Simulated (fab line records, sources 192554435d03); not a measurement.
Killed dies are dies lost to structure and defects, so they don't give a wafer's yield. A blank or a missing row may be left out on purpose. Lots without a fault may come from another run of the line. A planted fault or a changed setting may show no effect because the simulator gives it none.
Chamber matching | flow n5_finfet | N5_GATE_CUT_ETCH_37 on rie_diel-04: 4 sister chambers
The step etches SOC in N2/H2, target depth 60 nm, overetch 12 nm, time 90 s. 8 wafers are shown with their chamber, then 7 later ones without.

WAFERS WITH THEIR CHAMBER
wafer  | chamber | drypump_motor_current_A (A) | showerhead_plenum_p_Torr (Torr)
L074.2 | 0       | 6.2                         | 2.55
L075.5 | 0       | 6.2                         | 2.55
L078.3 | 1       | 5.6                         | 2.55
L078.6 | 2       | 6.5                         | 2.41
L085.2 | 1       | 5.5                         | 2.55
L085.5 | 3       | 5.0                         | 2.49
L088.1 | 3       | 5.0                         | 2.48
L088.3 | 2       | 6.5                         | 2.41

WAFERS WITHOUT THEIR CHAMBER
wafer  | drypump_motor_current_A (A) | showerhead_plenum_p_Torr (Torr)
L088.5 | 5.5                         | 2.55
L091.1 | 6.2                         | 2.54
L091.2 | 5.0                         | 2.48
L091.5 | 6.2                         | 2.54
L097.1 | 6.2                         | 2.53
L097.5 | 6.2                         | 2.53
L097.6 | 5.0                         | 2.48

WHICH CHAMBER EACH WENT THROUGH
wafer  | from the rows above | in truth
L088.5 | 1                   | 1
L091.1 | 0                   | 0
L091.2 | 3                   | 3
L091.5 | 0                   | 0
L097.1 | 0                   | 0
L097.5 | 0                   | 0
L097.6 | 3                   | 3
Placed correctly: 7 of 7. Can't be placed from these rows: 0. Placed wrongly: 0.
How it was worked out, from the rows above alone: a wafer's distance from a chamber is the root of the sum, over the readings, of the square of ((its reading less the chamber's mean) divided by the reading's scatter). The wafer belongs to the nearest chamber; if the next one is less than 2 further off, it can't be placed. A chamber's mean is the mean of its shown wafers. The scatter: the root of (the sum of the squares of (reading less its chamber's mean) over the shown wafers, divided by (wafers less chambers)).
